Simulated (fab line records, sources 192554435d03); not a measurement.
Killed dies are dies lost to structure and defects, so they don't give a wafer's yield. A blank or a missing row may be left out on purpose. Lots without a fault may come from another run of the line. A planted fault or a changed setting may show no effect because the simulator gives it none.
fab line records | flow n5_finfet
record lots=4 wafers=12 last_day=17
route steps=1938 shown BEOL_M3@1000 BEOL_M4@1021 PASSIVATION@1936
lots that met no fault: from a run of the same line without faults
start_h: hours from the record's first day to the start of the lot's first wafer shown | wait_h: hours since the lot's step before | " the same as in the row above | L1.1+2: a row that stands for several wafers | - no value, or no start given | * or withheld: withheld | < > ~ a bound
route shown NAME@n: a module of which the file shows steps, and the number in the route of the first | usual: mean/standard deviation of fault-free wafers | same: alike in all rows | chamber/n: place in a boat | sites: the reading at each site | _std_site: their standard deviation | _edge_site: outer sites' mean less inner sites' | radius_mm: how far each site lies from the wafer's centre | mask NAME#n: copy n | behind: the tool/chamber that last shaped the wafer | hold: why the lot was held/for how many hours/how that ended | device: the transistor (n, p or np) that didn't switch | end of line: the same wafers' tests at the end of the route | a step without rows: its recipe alone | killed: dies lost to structure and defects at the first sort, not the wafer's yield | map: a wafer's dies, x killed, . not, _ none there
set.NAME: the setting as run; set.NAME@STEP: as run at that earlier step | model.NAME: the simulator's own value behind a step, which no gauge read
lots at some steps of the route; a table a step, a row a wafer
services: from which hour (start_h, from the record's first day; less than 0 if before it) a tool's chamber was out of use, for how many hours, and why
## steps
# step N5_BEOL_M3_SPUTTER_86
# recipe material=Cu target_thk_a=45 temp_c=-20 chamber_pressure_pa=0.07 power_w=withheld time_s=8.29
# step N5_BEOL_M3_ANNEAL_87
# recipe temp_c=400 time_s=240 ambient=vacuum
# step N5_BEOL_M3_SPUTTER_88
# recipe material=Cu target_thk_a=45 temp_c=-20 chamber_pressure_pa=0.07 power_w=withheld time_s=8.29
# step N5_BEOL_M3_ANNEAL_89
# recipe temp_c=400 time_s=240 ambient=vacuum
# step N5_BEOL_M3_SPUTTER_90
# recipe material=Cu target_thk_a=45 temp_c=-20 chamber_pressure_pa=0.07 power_w=withheld time_s=8.29
# step N5_BEOL_M3_ANNEAL_91
# recipe temp_c=400 time_s=240 ambient=vacuum
# step N5_BEOL_M3_SPUTTER_92
# recipe material=Cu target_thk_a=45 temp_c=-20 chamber_pressure_pa=0.07 power_w=withheld time_s=8.29
# step N5_BEOL_M3_ANNEAL_93
# recipe temp_c=400 time_s=240 ambient=vacuum
# step N5_BEOL_M3_SPUTTER_94
# recipe material=Cu target_thk_a=45 temp_c=-20 chamber_pressure_pa=0.07 power_w=withheld time_s=8.29
# step N5_BEOL_M3_ANNEAL_95
# recipe temp_c=400 time_s=240 ambient=vacuum
# step N5_BEOL_M3_SPUTTER_96
# recipe material=Cu target_thk_a=45 temp_c=-20 chamber_pressure_pa=0.07 power_w=withheld time_s=8.29
# step N5_BEOL_M3_ECD_50
# recipe material=Cu target_thk_a=3000
# step N5_BEOL_M3_ANNEAL_51
# recipe temp_c=225 time_s=90 ambient=N2
# usual anneal_temp_c=225.03/0.17 anneal_temp_c_max=226.13/0.26 wafer_temp_C_max=225.91/0.28
# columns lot.wafer tool chamber start_h wait_h anneal_temp_c anneal_temp_c_max wafer_temp_C_max
L936.2 rtp_anneal-01 0 218.33 0.1 224.80 226.19 225.85
L936.4 " 0 " " 224.78 225.88 226.26
L936.5 " 0 " " 224.65 225.81 225.85
L940.3 rtp_anneal-01 - 266.09 0.1 - - -
L940.4 " - " " - - -
L940.6 " - " " - - -
L943.1 rtp_anneal-01 - 266.28 0.1 - - -
L943.2 " - " " - - -
L943.4 " - " " - - -
L947.1 rtp_anneal-01 0 285.78 0.1 225.14 226.10 225.82
L947.4 " 0 " " 225.02 225.79 225.74
L947.6 " 0 " " 224.80 225.63 226.02
# step N5_BEOL_M3_CMP_52
# recipe stop_on=SiOC t_overpolish_s=6.8 down_force_psi=1 platen_rpm=50 clearing_platen_down_force_psi=1.5 clearing_platen_rpm=50 post_cmp_clean=cu_alkaline target_thk_nm=40 clearing_platen_pad_velocity_m_s=0.99484 pad_velocity_m_s=0.99484
# usual barrier_field_endpoint_s=24.6/0.58 motor_current_A=6.1/0.48 overpolish_run_s=6.800/0.0092 time_to_endpoint_s=62/3
# columns lot.wafer tool chamber start_h wait_h barrier_field_endpoint_s motor_current_A overpolish_run_s time_to_endpoint_s
L936.2 cmp-02 3 218.62 0.2 25.4 5.8 6.793 64
L936.4 " 1 " " 25.9 6.2 6.812 67
L936.5 " 3 " " 25.8 5.8 6.792 67
L940.3 cmp-04 0 266.35 0.2 29.3 7.0 6.795 80
L940.4 " 1 " " 28.7 5.7 6.819 80
L940.6 " 0 " " 29.8 7.1 6.798 80
L943.2 cmp-02 2 266.58 0.2 28.3 6.1 6.815 79
L943.4 " 3 " " 28.0 5.7 6.802 82
L943.1 " 1 " " 29.3 5.8 6.813 81
L947.4 cmp-04 2 286.12 0.2 25.1 6.5 6.797 66
L947.1 " 0 " " 23.9 7.2 6.806 62
L947.6 " 1 " " 25.0 5.8 6.805 61
# step N5_BEOL_M3_PRE_CLEAN_60
# recipe gas=NH3/H2 time_s=15 temp_c=* rf_power_w=300
# step N5_BEOL_M3_CO_CAP_55
# recipe material=Co target_thk_a=20 temp_c=200 precursor=CCTBA/H2 pressure_torr=30 time_s=102.1
# step N5_BEOL_M3_PRE_CLEAN_56
# recipe gas=NH3 time_s=15 temp_c=withheld rf_power_w=300
# step N5_BEOL_M3_DEP_57
# recipe material=SiCN target_thk_a=80 temp_c=withheld precursor=3MS/NH3 pressure_torr=3 rf_w=202 time_s=14
# step N5_BEOL_M3_RS_MEAS_58
# recipe thk_meas_gauge=four-point-probe reads=Co_of_BEOL_M3_CO_CAP_55+Cu_of_BEOL_M3_ECD_50+Co_of_BEOL_M3_CVD_47+TaN_of_BEOL_M3_ALD_84
# usual M3_RS=0.68/0.036
# columns lot.wafer tool chamber start_h wait_h M3_RS[ohm/sq]
L936.2 film_metro-02 - 219.17 0.1 0.75
L936.4 " - " " 0.70
L936.5 " - " " 0.72
L940.3 film_metro-02 - 266.87 0.1 0.87
L940.4 " - " " 0.81
L940.6 " - " " 0.80
L943.1 film_metro-01 - 267.13 0.0 0.88
L943.2 " - " " 0.94
L943.4 " - " " 0.80
L947.1 film_metro-01 - 286.63 0.0 0.71
L947.4 " - " " 0.67
L947.6 " - " " 0.72
# step N5_BEOL_M4_ILD_DEP_00
# recipe material=SiOC target_thk_a=790 temp_c=350 precursor=DEMS/O2 pressure_torr=5 rf_w=500 time_s=15.3
# step N5_BEOL_M4_PECVD_72
# recipe material=SiO2 target_thk_a=160 temp_c=400 precursor=TEOS/O2 pressure_torr=5.5 rf_w=450 teos_flow_sccm=53.8 gas=O2 flow_sccm=3000 time_s=18
# step N5_BEOL_M4_HM_DEP_02
# recipe material=TiN target_thk_a=200 temp_c=25 chamber_pressure_pa=0.49996
# step N5_BEOL_M4_COAT_61
# recipe resist=SOC temp_c=250 time_s=60 spin_rpm=1500 resist_thk_nm=60
# step N5_BEOL_M4_COAT_62
# recipe resist=SiARC temp_c=220 time_s=60 spin_rpm=1500 resist_thk_nm=12
# step N5_BEOL_M4_COAT_73
# recipe resist=underlayer temp_c=205 time_s=60 spin_rpm=1500 resist_thk_nm=5
# step N5_BEOL_M4_COAT_05
# recipe resist=CAR-EUV spin_rpm=1500 resist_thk_nm=30
# step N5_BEOL_M4_EBR_07
# recipe solvent=PGMEA ebr_width_mm=1.5
# step N5_BEOL_M4_SOFTBAKE_06
# recipe temp_c=110 time_s=60 resist=CAR-EUV
# step N5_BEOL_M4_EXPOSE_08
# recipe mask_id=M4 na=0.33 source_shape=dipole sigma_inner=0.369 sigma_outer=0.767 polarization=unpolarized dose_mj=41.25
# step N5_BEOL_M4_PEB_09
# recipe peb_temp_c=100 peb_time_s=60 resist=CAR-EUV
# step N5_BEOL_M4_DEVELOP_10
# recipe develop_time_s=30 developer=TMAH resist=CAR-EUV rinse_liquid=surfactant_rinse dry=air_spin dev_temp_c=23
# step N5_BEOL_M4_DESCUM_16
# recipe chemistry=O2 time_s=7 source_power_w=50 bias_power_w=20 pressure_mtorr=20 rf_frequency_hz=2.712e+07 temp_c=40 resist=CAR-EUV o2_flow_sccm=225
# step N5_BEOL_M4_ETCH_74
# recipe chemistry=N2/H2 target=underlayer target_depth_a=65 mask_material=CAR-EUV time_s=5.2 ion_energy_ev=200 pressure_mtorr=30 source_w=840 bias_w=150 n2_flow_sccm=200 h2_flow_sccm=200 ends=cleared
# step N5_BEOL_M4_ETCH_63
# recipe chemistry=CF4 target=SiARC target_depth_a=156 mask_material=CAR-EUV time_s=26 ion_energy_ev=80 pressure_mtorr=40 source_w=545 bias_w=36 Ar_flow_sccm=100 cf4_flow_sccm=100 ends=cleared
# step N5_BEOL_M4_ETCH_64
# recipe chemistry=N2/H2 target=SOC target_depth_a=750 overetch_a=225 mask_material=SiARC temp_c=40 time_s=121.9 ion_energy_ev=200 pressure_mtorr=30 source_w=840 bias_w=150 n2_flow_sccm=200 h2_flow_sccm=200
# step N5_BEOL_M4_STRIP_65
# recipe chemistry=N2/H2 temp_c=40 n2_flow_sccm=200 h2_flow_sccm=200 rf_frequency_hz=6e+07
# step N5_BEOL_M4_RC_MEAS_101
# usual COMB_M3_max_site=8.6e-11/2e-11 DIBL_N=36.7/1.8 DIBL_P=37.0/2.4 IOFF_N=0.17/0.036 IOFF_P=0.22/0.042 ION_N=673/12 ION_P=462/8.5 SS_N=71.7/0.62 SS_P=73.4/0.65 VT_N=250/3.7 VT_P=-250/3.7
# columns lot.wafer tool chamber start_h wait_h COMB_M3_max_site[S/m] DIBL_N[mV/V] DIBL_P[mV/V] IOFF_N[nA/um] IOFF_P[nA/um] ION_N[uA/um] ION_P[uA/um] SS_N[mV/dec] SS_P[mV/dec] VT_N[mV] VT_P[mV]
L936.2 prober-01 0 239.58 0.2 1.15e-10 34.8 34.0 0.12 0.17 664 456 71.2 72.2 255 -254
L936.4 " 0 " " 9.1e-11 32.0 31.6 0.09 0.14 649 454 70.6 72.3 260 -257
L936.5 " 0 " " 1.04e-10 33.1 33.1 0.09 0.16 641 447 71.2 72.4 262 -258
L940.3 prober-01 0 280.53 0.3 ~0.0014286 39.1 41.4 0.23 0.28 696 470 72.7 74.9 245 -249
L940.4 " 0 " " 1.06e-10 35.6 36.4 0.15 0.18 664 452 72.0 73.4 252 -254
L940.6 " 0 " " ~0.0014286 34.9 35.6 0.14 0.18 665 453 71.6 73.1 252 -257
L943.1 prober-02 0 282.67 0.0 ~0.0014286 41.1 42.3 0.28 0.34 690 472 72.6 74.6 242 -242
L943.2 " 0 " " ~0.0014286 37.4 39.0 0.19 0.27 685 476 71.9 73.4 242 -244
L947.1 prober-02 0 302.34 0.0 7e-11 36.5 35.1 0.15 0.22 676 466 71.7 73.6 252 -247
L947.4 " 0 " " 6.2e-11 35.2 32.7 0.12 0.19 675 467 71.4 72.6 252 -249
L947.6 " 0 " " 9.7e-11 39.4 37.9 0.21 0.29 675 466 72.2 73.9 247 -241
# step N5_PASSIVATION_PROBE_49
# usual defect_limited_yield=91.1/1.4 killed_at_M0_to_M3=32/9.3 killed_at_M4_up=13/5.8 killed_at_contacts=12/6.3 killed_at_front_end=44/12 killed_at_other=3.6/2.7 killed_dies=104/17 killed_on_rim=14/3.9 killed_open=69/13 killed_short=34/6.9 sort_bin_4_leakage=0.00/0.031 sort_bin_5_function=5.2/0.98 sort_bin_6_memory=3.3/0.59 sort_bin_8_speed=0.01/0.039 sort_n_pass=1075/17 sort_yield_pct=91.1/1.4
# same gross_dies=1180 killed_at_back_side=0
# columns lot.wafer tool chamber start_h wait_h defect_limited_yield[%] killed_at_M0_to_M3 killed_at_M4_up killed_at_contacts killed_at_front_end killed_at_other killed_dies killed_on_rim killed_open killed_short sort_bin_4_leakage[%] sort_bin_5_function[%] sort_bin_6_memory[%] sort_bin_8_speed[%] sort_n_pass sort_yield_pct[%]
L936.2 prober-01 - 345.13 0.1 88.6 33 20 30 50 1 134 18 89 45 0 6.7 4.4 0 1046 88.6
L936.4 prober-01 - 345.23 0.2 85.9 33 15 44 70 4 166 22 110 48 0 8.1 4.7 0 1014 85.9
L936.5 prober-01 - 345.28 0.2 90.8 27 17 18 47 0 109 16 72 32 0 4.7 3.6 0.42 1066 90.3
L940.3 prober-01 - 387.16 0.1 43.5 597 18 8 41 3 667 10 68 37 0 6.0 2.5 0 513 43.5
L940.4 prober-01 - 387.21 0.2 90.2 34 30 5 46 1 116 16 77 39 0 5.5 4.2 0 1064 90.2
L940.6 prober-01 - 387.31 0.3 70.5 277 21 7 37 6 348 13 56 36 0 4.3 3.1 0 832 70.5
L943.1 prober-01 - 398.17 0.0 74.7 219 14 18 43 5 299 12 62 35 0.25 5.5 2.8 0 878 74.4
L943.2 prober-01 - 398.22 0.1 44.5 591 10 17 36 1 655 10 57 25 0 3.9 2.5 0 525 44.5
L943.4 prober-01 - 398.32 0.2 40.5 639 14 14 35 0 702 15 62 27 0.25 4.6 2.8 0 475 40.3
L947.1 prober-02 - 408.54 0.0 92.1 31 5 10 45 2 93 10 62 29 0 4.9 2.6 0 1087 92.1
L947.4 prober-02 - 408.69 0.2 91.4 46 12 8 33 3 102 14 74 26 0 5.2 3.3 0 1078 91.4
L947.6 prober-02 - 408.79 0.3 90.8 41 8 8 47 4 108 16 61 37 0 5.4 3.1 0 1072 90.8
# killed by level:class
L936.2 MOL_CONTACT_COAG:geometric_particle:open=24 FIN_SAQP:geometric_particle:open=14 BEOL_M4:geometric_particle:open=14 BEOL_M2:geometric_particle:open=13 FIN_SAQP:geometric_particle:short=12 BEOL_M0_SAQP:geometric_particle:short=7 MOL_CONTACT_COAG:geometric_particle:short=6 DUMMY_GATE:geometric_particle:short=5
L936.4 MOL_CONTACT_COAG:geometric_particle:open=31 STI_FIN_REVEAL:geometric_particle:open=16 FIN_SAQP:geometric_particle:open=14 BEOL_M2:geometric_particle:open=13 MOL_CONTACT_COAG:geometric_particle:short=13 BEOL_M4:geometric_particle:open=10 FIN_SAQP:geometric_particle:short=8 HKMG_FIN:area_etch=8
L936.5 BEOL_M2:geometric_particle:open=16 MOL_CONTACT_COAG:geometric_particle:open=15 FIN_SAQP:geometric_particle:short=8 BEOL_M4:geometric_particle:open=7 GATE_CUT:geometric_particle:short=7 DUMMY_GATE:geometric_particle:open=5 GATE_CUT:geometric_particle:open=5 BEOL_M1:geometric_particle:open=5
L940.3 BEOL_M3:area_cmp=562 FIN_SAQP:geometric_particle:open=9 BEOL_M3:geometric_particle:open=9 BEOL_M2:geometric_particle:open=7 DUMMY_GATE:geometric_particle:open=6 BEOL_M0_SAQP:geometric_particle:short=6 STI_FIN_REVEAL:geometric_particle:open=5 GATE_CUT:geometric_particle:open=5
L940.4 BEOL_M4:geometric_particle:open=18 STI_FIN_REVEAL:geometric_particle:open=11 DUMMY_GATE:geometric_particle:open=11 BEOL_M0_SAQP:geometric_particle:short=10 BEOL_M0:geometric_particle:open=7 GATE_CUT:geometric_particle:short=6 MOL_CONTACT_COAG:geometric_particle:open=5 BEOL_M0_SAQP:geometric_particle:open=5
L940.6 BEOL_M3:area_cmp=256 BEOL_M4:geometric_particle:open=11 FIN_SAQP:geometric_particle:open=9 FIN_SAQP:geometric_particle:short=5 BEOL_M2:geometric_particle:open=5 DUMMY_GATE:geometric_particle:open=4 MOL_CONTACT_COAG:geometric_particle:open=4 BEOL_M2:geometric_particle:short=4
L943.1 BEOL_M3:area_cmp=195 FIN_SAQP:geometric_particle:open=11 MOL_CONTACT_COAG:geometric_particle:open=11 GATE_CUT:geometric_particle:short=7 MOL_CONTACT_COAG:geometric_particle:short=7 FIN_SAQP:geometric_particle:short=6 BEOL_M3:geometric_particle:open=6 BEOL_M2:geometric_particle:open=6
L943.2 BEOL_M3:area_cmp=573 MOL_CONTACT_COAG:geometric_particle:open=15 FIN_SAQP:geometric_particle:open=13 FIN_SAQP:geometric_particle:short=7 BEOL_M4:geometric_particle:open=7 GATE_CUT:geometric_particle:open=5 GATE_CUT:geometric_particle:short=4 BEOL_M0_SAQP:geometric_particle:open=4
L943.4 BEOL_M3:area_cmp=611 FIN_SAQP:geometric_particle:open=16 MOL_CONTACT_COAG:geometric_particle:open=7 MOL_CONTACT_COAG:geometric_particle:short=7 BEOL_M4:geometric_particle:open=7 BEOL_M1:geometric_particle:open=6 FIN_SAQP:geometric_particle:short=5 BEOL_M2:geometric_particle:open=5
L947.1 STI_FIN_REVEAL:geometric_particle:open=13 FIN_SAQP:geometric_particle:open=12 BEOL_M0_SAQP:geometric_particle:short=9 FIN_SAQP:geometric_particle:short=8 BEOL_M0_SAQP:geometric_particle:open=8 BEOL_M2:geometric_particle:open=8 MOL_CONTACT_COAG:geometric_particle:open=7 MOL_CONTACT_COAG:geometric_particle:short=3
L947.4 BEOL_M2:geometric_particle:open=14 BEOL_M0_SAQP:geometric_particle:open=12 FIN_SAQP:geometric_particle:short=9 BEOL_M4:geometric_particle:open=9 FIN_SAQP:geometric_particle:open=8 MOL_CONTACT_COAG:geometric_particle:open=8 BEOL_M0_SAQP:geometric_particle:short=8 STI_FIN_REVEAL:geometric_particle:open=4
L947.6 FIN_SAQP:geometric_particle:open=11 BEOL_M0_SAQP:geometric_particle:short=10 BEOL_M0_SAQP:geometric_particle:open=8 STI_FIN_REVEAL:geometric_particle:open=7 BEOL_M2:geometric_particle:open=7 BEOL_M1:geometric_particle:open=6 FIN_SAQP:geometric_particle:short=5 HKMG_FIN:area_etch=5
# map L940.3 (x killed, . not)
_________________............________________
______________..x..........x...._____________
___________........................__________
__________...........x......x......._________
________...x.........................._______
_______..........xxxxxxxxxxxxx...x.x...______
______..x.....xxxxxxxxxxxxxxxxxx........_____
_____........xxxxxxxxxxxxxxxxxxxx........____
____...x...xxxxxxxxxxxxxxxxxxxxxxxx.xx....___
___.....x.xxxxxxxxxxxxxxxxxxxxxxxxxx.x.x...__
___x......xxxxxxxxxxxxxxxxxxxxxxxxxx.......__
__..x....xxxxxxxxxxxxxxxxxxxxxxxxxxxx......._
__......xxxxxxxxxxxxxxxxxxxxxxxxxxxxxx......_
_.......xxxxxxxxxxxxxxxxxxxxxxxxxxxxxx.......
_.....x.xxxxxxxxxxxxxxxxxxxxxxxxxxxxxx.x.....
_.......xxxxxxxxxxxxxxxxxxxxxxxxxxxxxx.......
_......xxxxxxxxxxxxxxxxxxxxxxxxxxxxxxxx......
_......xxxxxxxxxxxxxxxxxxxxxxxxxxxxxxxx....x.
_.x.x...xxxxxxxxxxxxxxxxxxxxxxxxxxxxxx.......
_.......xxxxxxxxxxxxxxxxxxxxxxxxxxxxxx..x....
_x......xxxxxxxxxxxxxxxxxxxxxxxxxxxxxx.......
__.x....xxxxxxxxxxxxxxxxxxxxxxxxxxxxxx..x..x_
__..x.x..xxxxxxxxxxxxxxxxxxxxxxxxxxxx......._
___.......xxxxxxxxxxxxxxxxxxxxxxxxxx.......__
___x......xxxxxxxxxxxxxxxxxxxxxxxxxx...x.x.__
____.......xxxxxxxxxxxxxxxxxxxxxxxx...x...___
_____..x.....xxxxxxxxxxxxxxxxxxxx.....x..____
______.x......xxxxxxxxxxxxxxxxxx....x..._____
_______..........xxxxxxxxxxxxxx........______
________.........xx..x..........x....x_______
__________x................x..x.x..._________
___________.......x...x.x.x.x......__________
______________.......x.........x_____________
_________________............________________
# map L943.4 (x killed, . not)
_________________............________________
______________x.x..............._____________
___________.............x..........__________
__________......x..................._________
________...........xxxxxxxx..........x_______
_______........xxxxxxxxxxxxxxx..x......______
______........xxxxxxxxxxxxxxxxxxx.xx...._____
_____.......xxxxxxxxxxxxxxxxxxxxxx.......____
____x......xxxxxxxxxxxxxxxxxxxxxxxx......x___
___.......xxxxxxxxxxxxxxxxxxxxxxxxxx.......__
___......xxxxxxxxxxxxxxxxxxxxxxxxxxxxx.....__
__......xxxxxxxxxxxxxxxxxxxxxxxxxxxxxx......_
__.x....xxxxxxxxxxxxxxxxxxxxxxxxxxxxxx..x..._
_....x.xxxxxxxxxxxxxxxxxxxxxxxxxxxxxxxx......
_...x..xxxxxxxxxxxxxxxxxxxxxxxxxxxxxxxx.x....
_x.x...xxxxxxxxxxxxxxxxxxxxxxxxxxxxxxxx......
_.x..x.xxxxxxxxxxxxxxxxxxxxxxxxxxxxxxxx......
_......xxxxxxxxxxxxxxxxxxxxxxxxxxxxxxxx..x...
_......xxxxxxxxxxxxxxxxxxxxxxxxxxxxxxxx......
_......xxxxxxxxxxxxxxxxxxxxxxxxxxxxxxxx.xxx..
_......xxxxxxxxxxxxxxxxxxxxxxxxxxxxxxxx......
__......xxxxxxxxxxxxxxxxxxxxxxxxxxxxxx......_
__......xxxxxxxxxxxxxxxxxxxxxxxxxxxxxxxx...._
___......xxxxxxxxxxxxxxxxxxxxxxxxxxxxx.....__
___.......xxxxxxxxxxxxxxxxxxxxxxxxxx.......__
____x.x....xxxxxxxxxxxxxxxxxxxxxxxx.......___
_____..xx...xxxxxxxxxxxxxxxxxxxxxx.......____
______..x.....xxxxxxxxxxxxxxxxxx........_____
_______.......x.xxxxxxxxxxxxxxx.......x______
________.x.........xxxxxxxx..........x_______
__________.......................x.._________
___________.x............x.........__________
______________.................._____________
_________________..xxx......x________________
## services
# columns tool chamber start_h hours kind
rtp_anneal-01 - 213.20 3.0 pm
cmp-02 - 224.86 4.0 pm
cmp-02 - 228.86 - consumable_replace:conditioner
cmp-02 - 228.86 - consumable_replace:pad
## key
first_sign step=N5_BEOL_M3_ANNEAL_51 reading=tool_record direction=missing
effect step=N5_BEOL_M3_CMP_52 reading=barrier_field_endpoint_s direction=up sigmas=7.4 usual=24.6 struck=28.9
effect step=N5_BEOL_M3_RS_MEAS_58 reading=M3_RS direction=up sigmas=4.6 usual=0.68 struck=0.85
effect step=N5_BEOL_M4_RC_MEAS_101 reading=COMB_M3_max_site direction=up sigmas=99+ usual=8.6e-11 struck=~0.0011429 wafers_moved=4
effect step=N5_PASSIVATION_PROBE_49 reading=killed_at_M0_to_M3 direction=up sigmas=39 usual=32 struck=393 wafers_moved=5
more_kills_born_at N5_BEOL_M3_CMP_52@cmp-02=1379 N5_BEOL_M3_CMP_52@cmp-04=818
met_at N5_BEOL_M3_ANNEAL_51
struck_wafers L940.3,L940.4,L940.6,L943.1,L943.2,L943.4
later_rows_left_out L943.4
onset_between 218.33 266.09
fault kind=skipped_step_whole tool=rtp_anneal-01 chamber=- onset_h=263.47 steps=N5_BEOL_M3_ANNEAL_51 scope=struck_lots_only
# later_rows_left_out: the simulator's readings of these wafers behind a module that went badly wrong aren't trusted and aren't shown, but for the sort
